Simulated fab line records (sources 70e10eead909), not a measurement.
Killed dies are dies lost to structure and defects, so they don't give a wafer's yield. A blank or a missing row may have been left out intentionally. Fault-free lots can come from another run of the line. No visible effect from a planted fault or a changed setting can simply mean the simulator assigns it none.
Which tool is to blame? ; flow nand harc ; 33 wafers from 11 lots sampled at 6 of the route's 1159 steps

== WHAT THE GAUGES READ, wafer by wafer ==
NHARC_P_GATE_CD_MEAS_11 targets a cd of 1640 nm.
lot;measured;on;cd nm (nm)
L636;day 4 05:40;cd sem-02;1641.6 1638.6 1639.2
L637;day 4 05:29;cd sem-03;1638.4 1638.5 1637.3
L638;day 4 19:01;cd sem-01;1639.5 1639.0 1640.2
L639;day 4 19:10;cd sem-01;1639.9 1640.4 1639.7
L641;day 5 08:55;cd sem-03;- - -
L643;day 5 20:21;cd sem-02;1638.4 1640.0 1638.8
L653;day 8 06:49;cd sem-03;1639.9 1639.6 1639.8
L655;day 8 13:47;cd sem-03;1639.9 1640.5 1641.4
L656;day 9 01:55;cd sem-03;1639.4 1640.6 1640.7
L657;day 9 05:55;cd sem-02;1637.6 1639.5 1639.4
L658;day 9 14:31;cd sem-02;1640.2 1639.4 1640.4

NHARC_END_SORT_01.
lot;measured;on;killed at array;killed at other;killed at periphery;killed dies;killed open;killed short
L639;day 21 00:17;prober-02;11 12 13;0 0 0;4 2 3;15 14 16;3 2 6;5 1 1
L641;day 20 19:42;prober-01;40 32 25;2 1 4;635 644 648;677 677 677;3 5 2;2 2 2

== WHAT TOOL EACH LOT RAN ON (gives the tool, then ch and the chambers of the sampled wafers, and finally the start) ==
lot;NHARC_P_ZERO_WELL_ETCH_65;NHARC_P_ZERO_WELL_DESCUM_39;NHARC_P_GATE_EXPOSE_08;NHARC_P_GATE_STRIP_108
L636;rie diel-12 ch 1,2,3, day 1 13:35;rie diel-13 ch 1,2,3, day 1 16:30;krf scanner-01 ch 0, day 4 05:31;rie diel-11 ch 0,1, day 4 20:33
L637;rie diel-13 ch 1,2,3, day 1 19:30;rie diel-12 ch 0,1, day 1 22:25;krf scanner-03 ch 0, day 4 05:20;rie diel-04 ch 0,1, day 4 20:25
L638;rie diel-12 ch 1,3, day 2 01:22;rie diel-08 ch 1,2,3, day 2 04:16;krf scanner-04 ch 0, day 4 18:52;rie diel-04 ch 0,1,3, day 5 11:56
L639;rie diel-08 ch 0,2,3, day 2 07:29;rie diel-13 ch 0,1,2, day 2 10:19;krf scanner-01 ch 0, day 4 19:01;rie diel-03 ch 0,3, day 5 11:11
L641;rie diel-08 ch 0,1,2, day 2 19:32;rie diel-12 ch 0,1,2, day 2 22:20;krf scanner-03 ch 0, day 5 08:46;rie diel-04 ch 0,3, day 6 01:50
L643;rie diel-12 ch 1,2,3, day 3 07:31;rie diel-08 ch 1,3, day 3 10:18;krf scanner-03 ch 0, day 5 20:12;rie diel-03 ch 0,3, day 6 11:13
L653;rie diel-13 ch 0,2, day 5 19:29;rie diel-12 ch 0,1,3, day 5 22:13;krf scanner-01 ch 0, day 8 06:39;rie diel-03 ch 0,2,3, day 8 23:05
L655;rie diel-13 ch 1,2,3, day 6 07:25;rie diel-13 ch 0,2,3, day 6 10:11;krf scanner-03 ch 0, day 8 13:37;rie diel-03 ch 0,2,3, day 9 09:31
L656;rie diel-13 ch 1,2, day 6 13:36;rie diel-12 ch 0,3, day 6 16:24;krf scanner-03 ch 0, day 9 01:46;rie diel-11 ch 0,3, day 9 17:35
L657;rie diel-13 ch 2,3, day 6 19:29;rie diel-13 ch 0,2, day 6 22:17;krf scanner-03 ch 0, day 9 05:46;rie diel-03 ch 0,2, day 9 22:08
L658;rie diel-08 ch 0,1,3, day 7 01:30;rie diel-12 ch 0,2, day 7 04:20;krf scanner-04 ch 0, day 9 14:22;rie diel-04 ch 0,1, day 10 08:15
- NHARC_P_ZERO_WELL_ETCH_65: etches the open film in N2/H2, target depth 80 nm, overetch 24 nm, time 87.88 s.
- NHARC_P_ZERO_WELL_DESCUM_39: chemistry O2, time 3 s.
- NHARC_P_GATE_EXPOSE_08: exposes mask P HV.
- NHARC_P_GATE_STRIP_108: strips in O2.

== AS READ BY THE TOOLS THEMSELVES (means over the sampled wafers that have a number; for cases with no such wafer, the mark the record gives instead) ==
NHARC_P_ZERO_WELL_ETCH_65.
lot;tool;drypump motor current A (A);oes product au (a.u.);rf fwd power W (W);rf vpp V (V);showerhead plenum p Torr (Torr);throttle valve pct (%)
L636;rie diel-12;6.0;1.003;396.2;429.1;1.97;14.169
L637;rie diel-13;6.2;0.998;396.6;428.7;2.00;14.178
L638;rie diel-12;5.9;0.997;397.5;427.3;1.92;14.173
L639;rie diel-08;5.8;0.993;396.3;431.4;2.06;14.182
L641;rie diel-08;5.6;0.998;397.8;430.7;2.03;14.168
L643;rie diel-12;6.1;0.992;396.8;428.1;1.97;14.162
L653;rie diel-13;6.3;0.986;397.4;431.9;2.10;14.166
L655;rie diel-13;6.1;0.991;395.6;430.0;2.00;14.171
L656;rie diel-13;6.4;0.983;397.5;430.6;2.04;14.170
L657;rie diel-13;6.1;0.988;395.6;428.2;1.96;14.172
L658;rie diel-08;5.5;1.001;397.7;430.4;2.02;14.166

NHARC_P_ZERO_WELL_DESCUM_39.
lot;tool;drypump motor current A (A);oes product au (a.u.);rf vpp V (V);showerhead plenum p Torr (Torr);throttle valve pct (%)
L636;rie diel-13;6.1;0.992;57.7;1.87;11.310
L637;rie diel-12;5.9;0.996;58.1;1.88;11.320
L638;rie diel-08;5.6;0.993;58.0;1.89;11.315
L639;rie diel-13;6.2;0.988;58.7;1.96;11.310
L641;rie diel-12;6.0;0.995;58.0;1.88;11.315
L643;rie diel-08;5.5;1.006;57.6;1.89;11.323
L653;rie diel-12;5.9;0.993;56.5;1.84;11.313
L655;rie diel-13;6.2;0.995;57.5;1.92;11.316
L656;rie diel-12;6.1;0.997;58.5;1.86;11.311
L657;rie diel-13;6.1;0.988;57.9;2.01;11.309
L658;rie diel-12;6.2;1.007;57.9;1.91;11.317

NHARC_P_GATE_EXPOSE_08.
lot;tool;reticle temp C (C)
L636;krf scanner-01;23.12
L637;krf scanner-03;23.14
L638;krf scanner-04;22.93
L639;krf scanner-01;22.84
L641;krf scanner-03;23.16
L643;krf scanner-03;22.90
L653;krf scanner-01;23.14
L655;krf scanner-03;23.09
L656;krf scanner-03;23.05
L657;krf scanner-03;22.97
L658;krf scanner-04;22.89

NHARC_P_GATE_STRIP_108.
lot;tool;drypump motor current A (A);oes product au (a.u.);rf vpp V (V);showerhead plenum p Torr (Torr);throttle valve pct (%)
L636;rie diel-11;5.5;0.992;58.7;3.61;17.043
L637;rie diel-04;5.3;0.994;58.2;3.56;17.034
L638;rie diel-04;5.7;0.998;57.8;3.59;17.041
L639;rie diel-03;6.1;1.000;57.9;3.56;17.028
L641;rie diel-04;6.0;1.009;57.6;3.63;17.033
L643;rie diel-03;5.7;0.996;58.1;3.45;17.034
L653;rie diel-03;5.7;0.981;57.6;3.56;17.027
L655;rie diel-03;5.7;0.986;58.4;3.56;17.029
L656;rie diel-11;5.7;1.013;57.7;3.60;17.024
L657;rie diel-03;5.4;1.001;57.2;3.45;17.042
L658;rie diel-04;5.3;1.002;58.3;3.54;17.029

== THE ANSWER, worked out from the rows above alone ==
Rule: usual is defined by the lots themselves. Put in order of their means at a reading, lots are off if they are a third of the lots or fewer, leave a main group of 4 or more, and stand apart from it by a gap of 3 or more times the standard deviation of the main group's means; of several such gaps the widest counts. The tables above print the reading to a certain number of digits; a main group whose means all agree to those digits is not used. Also off: a lot with no number at a reading for which 4 or more lots have one. All remaining lots with rows at the step are treated as sound. After the gauges, taken in route order, come the tools' own readings; for these a lot's mean is taken, as printed above. At the first step where some lot is off, the reading lying furthest off is the one used; lots without a number count as furthest.
Off: L641, at NHARC_P_GATE_CD_MEAS_11 (cd nm). Without a number there: L641. Main group: mean 1639.6 nm, sd 0.71.
If a tool, at a process step before that reading, ran all the lots that are off and no sound lot after the first of them, it fits. Those tools and the gauges at NHARC_P_GATE_CD_MEAS_11 are tried in the same way. Of those tried, none fits.

== WHAT THE SIMULATOR HAD PUT IN ==
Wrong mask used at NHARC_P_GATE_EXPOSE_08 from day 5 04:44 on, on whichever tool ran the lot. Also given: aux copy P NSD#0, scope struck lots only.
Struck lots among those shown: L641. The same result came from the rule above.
